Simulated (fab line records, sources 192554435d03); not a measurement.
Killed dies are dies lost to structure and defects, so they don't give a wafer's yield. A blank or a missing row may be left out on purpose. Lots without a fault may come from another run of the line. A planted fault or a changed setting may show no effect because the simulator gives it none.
One fault seen from 2 desks | flow n5_finfet | each desk has only its own numbers; what lay behind them comes last

THE METROLOGY DESK
What the gauges read, lot by lot, whatever tool the lot ran on: means of the sampled wafers that have a number. A lot is out of limits, marked OUT, if its mean lies more than 4 standard deviations from the usual mean; the brackets give that distance.
Columns: A = cd_nm at N5_PASSIVATION_CD_MEAS_44, usual 39999 nm; B = PASS_OPEN_OVL at N5_PASSIVATION_OVL_MEAS_66, usual -4 nm
lot  | first seen here | A     | B
L177 | day 13 03:23    | 39997 | -1
L175 | day 13 06:28    | 40004 | 2
L179 | day 13 13:13    | 39997 | -0
L178 | day 13 19:26    | 39995 | -5
L181 | day 14 23:21    | 39997 | -0
L180 | day 15 06:50    | 39998 | 2
L185 | day 15 07:15    | 40003 | 3
L188 | day 17 04:44    | 40003 | -5
L192 | day 18 08:44    | 39995 | -6
L194 | day 18 22:56    | 40000 | -6
L193 | day 19 00:17    | 39999 | -3
This desk's finding: nothing out of limits on any of the 11 lots.

THE TOOL OWNER'S DESK: pvd_sputter-03
The tool's own readings at N5_BEOL_M1_HM_DEP_02 (deposits TiN, target thk 20 nm): means of the sampled wafers that have a number, for each lot that ran on this tool. A lot is out of limits, marked OUT, if its mean lies more than 4 standard deviations from the usual mean; the brackets give that distance.
Columns: A = throttle_valve_pct at N5_BEOL_M1_HM_DEP_02, usual 29.3 %
lot  | first seen here | A
L175 | day 6 15:37     | 29.5
L180 | day 7 19:36     | 29.6
L185 | day 9 02:19     | 29.2
L188 | day 9 17:08     | 29.6
This desk's finding: nothing out of limits on any of the 4 lots.

PUT TOGETHER
The metrology desk saw nothing out of limits.
The tool owner's desk saw nothing out of limits.

WHAT THE SIMULATOR HAD PUT IN
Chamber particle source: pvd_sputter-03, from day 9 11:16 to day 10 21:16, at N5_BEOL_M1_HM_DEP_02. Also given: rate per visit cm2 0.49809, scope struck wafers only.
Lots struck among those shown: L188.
